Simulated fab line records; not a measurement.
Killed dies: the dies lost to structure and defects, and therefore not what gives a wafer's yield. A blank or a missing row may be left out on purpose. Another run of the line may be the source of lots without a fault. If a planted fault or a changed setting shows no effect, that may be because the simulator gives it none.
Matching of chambers || flow n5_finfet || 4 sister chambers for N5_BEOL_M4_ETCH_74 on rie_diel-06
The step etches underlayer in N2/H2, target depth 6.5 nm, time 5.2 s. 20 wafers are shown with their chamber, then 10 later ones without.

WAFERS PAIRED WITH THEIR CHAMBERS
{"wafer": "L080.2", "chamber": 0, "drypump_motor_current_A (A)": 5.9, "throttle_valve_pct (%)": 18.0, "oes_product_au (a.u.)": 0.61}
{"wafer": "L080.4", "chamber": 3, "drypump_motor_current_A (A)": 6.8, "throttle_valve_pct (%)": 17.9, "oes_product_au (a.u.)": 0.59}
{"wafer": "L080.6", "chamber": 1, "drypump_motor_current_A (A)": 5.2, "throttle_valve_pct (%)": 17.8, "oes_product_au (a.u.)": 0.59}
{"wafer": "L079.3", "chamber": 1, "drypump_motor_current_A (A)": 5.2, "throttle_valve_pct (%)": 17.8, "oes_product_au (a.u.)": 0.59}
{"wafer": "L079.4", "chamber": 0, "drypump_motor_current_A (A)": 5.9, "throttle_valve_pct (%)": 18.1, "oes_product_au (a.u.)": 0.62}
{"wafer": "L079.6", "chamber": 1, "drypump_motor_current_A (A)": 5.3, "throttle_valve_pct (%)": 17.8, "oes_product_au (a.u.)": 0.60}
{"wafer": "L081.2", "chamber": 1, "drypump_motor_current_A (A)": 5.2, "throttle_valve_pct (%)": 17.8, "oes_product_au (a.u.)": 0.59}
{"wafer": "L081.3", "chamber": 0, "drypump_motor_current_A (A)": 5.9, "throttle_valve_pct (%)": 18.1, "oes_product_au (a.u.)": 0.62}
{"wafer": "L081.5", "chamber": 2, "drypump_motor_current_A (A)": 6.2, "throttle_valve_pct (%)": 18.1, "oes_product_au (a.u.)": 0.57}
{"wafer": "L083.1", "chamber": 2, "drypump_motor_current_A (A)": 6.2, "throttle_valve_pct (%)": 18.1, "oes_product_au (a.u.)": 0.57}
{"wafer": "L083.2", "chamber": 1, "drypump_motor_current_A (A)": 5.2, "throttle_valve_pct (%)": 17.8, "oes_product_au (a.u.)": 0.59}
{"wafer": "L083.6", "chamber": 3, "drypump_motor_current_A (A)": 6.8, "throttle_valve_pct (%)": 17.9, "oes_product_au (a.u.)": 0.59}
{"wafer": "L085.1", "chamber": 0, "drypump_motor_current_A (A)": 5.9, "throttle_valve_pct (%)": 18.1, "oes_product_au (a.u.)": 0.61}
{"wafer": "L085.3", "chamber": 1, "drypump_motor_current_A (A)": 5.2, "throttle_valve_pct (%)": 17.8, "oes_product_au (a.u.)": 0.59}
{"wafer": "L085.6", "chamber": 2, "drypump_motor_current_A (A)": 6.1, "throttle_valve_pct (%)": 18.1, "oes_product_au (a.u.)": 0.57}
{"wafer": "L089.1", "chamber": 1, "drypump_motor_current_A (A)": 5.2, "throttle_valve_pct (%)": 17.8, "oes_product_au (a.u.)": 0.58}
{"wafer": "L089.3", "chamber": 2, "drypump_motor_current_A (A)": 6.2, "throttle_valve_pct (%)": 18.1, "oes_product_au (a.u.)": 0.57}
{"wafer": "L089.4", "chamber": 0, "drypump_motor_current_A (A)": 5.9, "throttle_valve_pct (%)": 18.1, "oes_product_au (a.u.)": 0.60}
{"wafer": "L091.3", "chamber": 1, "drypump_motor_current_A (A)": 5.2, "throttle_valve_pct (%)": 17.8, "oes_product_au (a.u.)": 0.57}
{"wafer": "L091.4", "chamber": 1, "drypump_motor_current_A (A)": 5.2, "throttle_valve_pct (%)": 17.9, "oes_product_au (a.u.)": 0.58}

SIGNATURES, as means of the wafers listed above
{"reading": "drypump_motor_current_A", "chamber 0": 5.900, "chamber 1": 5.211, "chamber 2": 6.175, "chamber 3": 6.800, "scatter within a chamber": 0.032}
{"reading": "throttle_valve_pct", "chamber 0": 18.080, "chamber 1": 17.811, "chamber 2": 18.100, "chamber 3": 17.900, "scatter within a chamber": 0.0325}
{"reading": "oes_product_au", "chamber 0": 0.6120, "chamber 1": 0.5867, "chamber 2": 0.5700, "chamber 3": 0.5900, "scatter within a chamber": 0.00742}
Rule: distance of a wafer from a chamber = root of the sum over the readings of ((wafer's reading minus chamber's mean) / reading's scatter) squared. The wafer belongs to the nearest chamber; if the next one is less than 2 further off, it can't be placed. How the scatter is found: for the shown wafers, subtract from each reading the mean of its chamber, square and add these, divide the total by (wafers less chambers), then take the root.

WAFERS WITHOUT THEIR CHAMBER
{"wafer": "L091.5", "drypump_motor_current_A (A)": 5.9, "throttle_valve_pct (%)": 18.1, "oes_product_au (a.u.)": 0.60}
{"wafer": "L090.1", "drypump_motor_current_A (A)": 5.2, "throttle_valve_pct (%)": 17.8, "oes_product_au (a.u.)": 0.59}
{"wafer": "L090.2", "drypump_motor_current_A (A)": 5.9, "throttle_valve_pct (%)": 18.1, "oes_product_au (a.u.)": 0.61}
{"wafer": "L090.6", "drypump_motor_current_A (A)": 5.2, "throttle_valve_pct (%)": 17.8, "oes_product_au (a.u.)": 0.58}
{"wafer": "L093.3", "drypump_motor_current_A (A)": 5.9, "throttle_valve_pct (%)": 18.1, "oes_product_au (a.u.)": 0.60}
{"wafer": "L093.5", "drypump_motor_current_A (A)": 5.2, "throttle_valve_pct (%)": 17.8, "oes_product_au (a.u.)": 0.58}
{"wafer": "L093.6", "drypump_motor_current_A (A)": 6.8, "throttle_valve_pct (%)": 17.5, "oes_product_au (a.u.)": 0.81}
{"wafer": "L094.2", "drypump_motor_current_A (A)": 5.2, "throttle_valve_pct (%)": 17.9, "oes_product_au (a.u.)": 0.57}
{"wafer": "L094.3", "drypump_motor_current_A (A)": 5.9, "throttle_valve_pct (%)": 18.1, "oes_product_au (a.u.)": 0.61}
{"wafer": "L094.6", "drypump_motor_current_A (A)": 5.2, "throttle_valve_pct (%)": 17.8, "oes_product_au (a.u.)": 0.58}

THE CHAMBER EACH PASSED THROUGH
{"wafer": "L091.5", "from the rows above": 0, "in truth": 0}
{"wafer": "L090.1", "from the rows above": 1, "in truth": 1}
{"wafer": "L090.2", "from the rows above": 0, "in truth": 0}
{"wafer": "L090.6", "from the rows above": 1, "in truth": 1}
{"wafer": "L093.3", "from the rows above": 0, "in truth": 0}
{"wafer": "L093.5", "from the rows above": 1, "in truth": 1}
{"wafer": "L093.6", "from the rows above": 3, "in truth": 3}
{"wafer": "L094.2", "from the rows above": 1, "in truth": 1}
{"wafer": "L094.3", "from the rows above": 0, "in truth": 0}
{"wafer": "L094.6", "from the rows above": 1, "in truth": 1}
Correct placement for 10 of the 10. Can't be placed from these rows: 0. 0 placed wrongly.
